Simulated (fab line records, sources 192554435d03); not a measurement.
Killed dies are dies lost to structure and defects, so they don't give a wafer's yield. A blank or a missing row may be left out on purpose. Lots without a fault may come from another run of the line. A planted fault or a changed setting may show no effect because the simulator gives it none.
Chamber matching | flow n5_finfet | N5_DUMMY_GATE_ETCH_31 on rie_diel-04: 4 sister chambers
The step etches SiO2 in C4F6/O2, target depth 82.5 nm, time 27.5 s. 8 wafers are shown with their chamber, then 9 later ones without.

WAFERS WITH THEIR CHAMBER
wafer  | chamber | drypump_motor_current_A (A) | throttle_valve_pct (%)
L596.6 | 3       | 5.3                         | 21.43
L597.6 | 2       | 6.4                         | 21.42
L598.1 | 0       | 6.1                         | 20.60
L598.3 | 2       | 6.4                         | 21.43
L598.4 | 1       | 6.3                         | 21.24
L605.2 | 3       | 5.3                         | 21.46
L605.4 | 1       | 6.4                         | 21.26
L605.6 | 0       | 6.1                         | 20.63

WAFERS WITHOUT THEIR CHAMBER
wafer  | drypump_motor_current_A (A) | throttle_valve_pct (%)
L606.1 | 5.3                         | 21.47
L606.5 | 5.3                         | 21.46
L606.6 | 6.1                         | 20.63
L610.1 | 6.1                         | 20.63
L610.4 | 6.4                         | 21.28
L610.5 | 6.3                         | 21.29
L612.4 | 6.4                         | 21.46
L612.5 | 6.3                         | 21.28
L612.6 | 6.4                         | 21.46

WHICH CHAMBER EACH WENT THROUGH
wafer  | from the rows above | in truth
L606.1 | 3                   | 3
L606.5 | 3                   | 3
L606.6 | 0                   | 0
L610.1 | 0                   | 0
L610.4 | 1                   | 1
L610.5 | 1                   | 1
L612.4 | 2                   | 2
L612.5 | 1                   | 1
L612.6 | 2                   | 2
Placed correctly: 9 of 9. Can't be placed from these rows: 0. Placed wrongly: 0.
How it was worked out, from the rows above alone: a wafer's distance from a chamber is the root of the sum, over the readings, of the square of ((its reading less the chamber's mean) divided by the reading's scatter). The wafer belongs to the nearest chamber; if the next one is less than 2 further off, it can't be placed. A chamber's mean is the mean of its shown wafers. The scatter: the root of (the sum of the squares of (reading less its chamber's mean) over the shown wafers, divided by (wafers less chambers)).
